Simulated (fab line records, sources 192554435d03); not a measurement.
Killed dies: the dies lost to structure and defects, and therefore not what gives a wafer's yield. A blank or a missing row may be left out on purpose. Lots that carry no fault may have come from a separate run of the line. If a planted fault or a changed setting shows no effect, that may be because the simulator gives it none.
Which of the tools did it? / flow n5 finfet / 18 wafers sampled from 6 lots at 1 step of a route of 1938

## WHAT THE GAUGES READ, wafer by wafer
N5_BEOL_M15_RS_MEAS_54: measures by four-point-probe.
lot=L429; measured=day 12 06:47; on=film metro-02; M15_RS (ohm/sq)=0.0217 0.0218 0.0212
lot=L434; measured=day 13 15:28; on=film metro-02; M15_RS (ohm/sq)=0.0222 0.0213 0.0213
lot=L436; measured=day 14 11:26; on=film metro-01; M15_RS (ohm/sq)=0.0218 0.0211 0.0216
lot=L440; measured=day 15 08:44; on=film metro-01; M15_RS (ohm/sq)=0.0221 0.0219 0.0218
lot=L441; measured=day 16 20:12; on=film metro-01; M15_RS (ohm/sq)=0.0218 0.0221 0.0213
lot=L450; measured=day 18 16:34; on=film metro-01; M15_RS (ohm/sq)=0.0213 0.0216 0.0222

## TOOL THAT RAN EACH LOT (tool first, then ch and the chambers of the sampled wafers, then the start)
The record holds no process step before these readings.

## THE ANSWER, worked out from the rows above alone
Rule: the usual values come from the lots themselves. Put in order of their means at a reading, lots are off if they are a third of the lots or fewer, leave a main group of 4 or more, and stand apart from it by a gap of 3 or more times the standard deviation of the main group's means; of several such gaps the widest counts. The tables above print the reading to a certain number of digits; a main group whose means all agree to those digits is not used. Also off: a lot with no number at a reading for which 4 or more lots have one. All remaining lots with rows at the step are treated as sound.
None of the lots is off at any reading shown; this tells nothing.

## WHAT THE SIMULATOR PUT IN
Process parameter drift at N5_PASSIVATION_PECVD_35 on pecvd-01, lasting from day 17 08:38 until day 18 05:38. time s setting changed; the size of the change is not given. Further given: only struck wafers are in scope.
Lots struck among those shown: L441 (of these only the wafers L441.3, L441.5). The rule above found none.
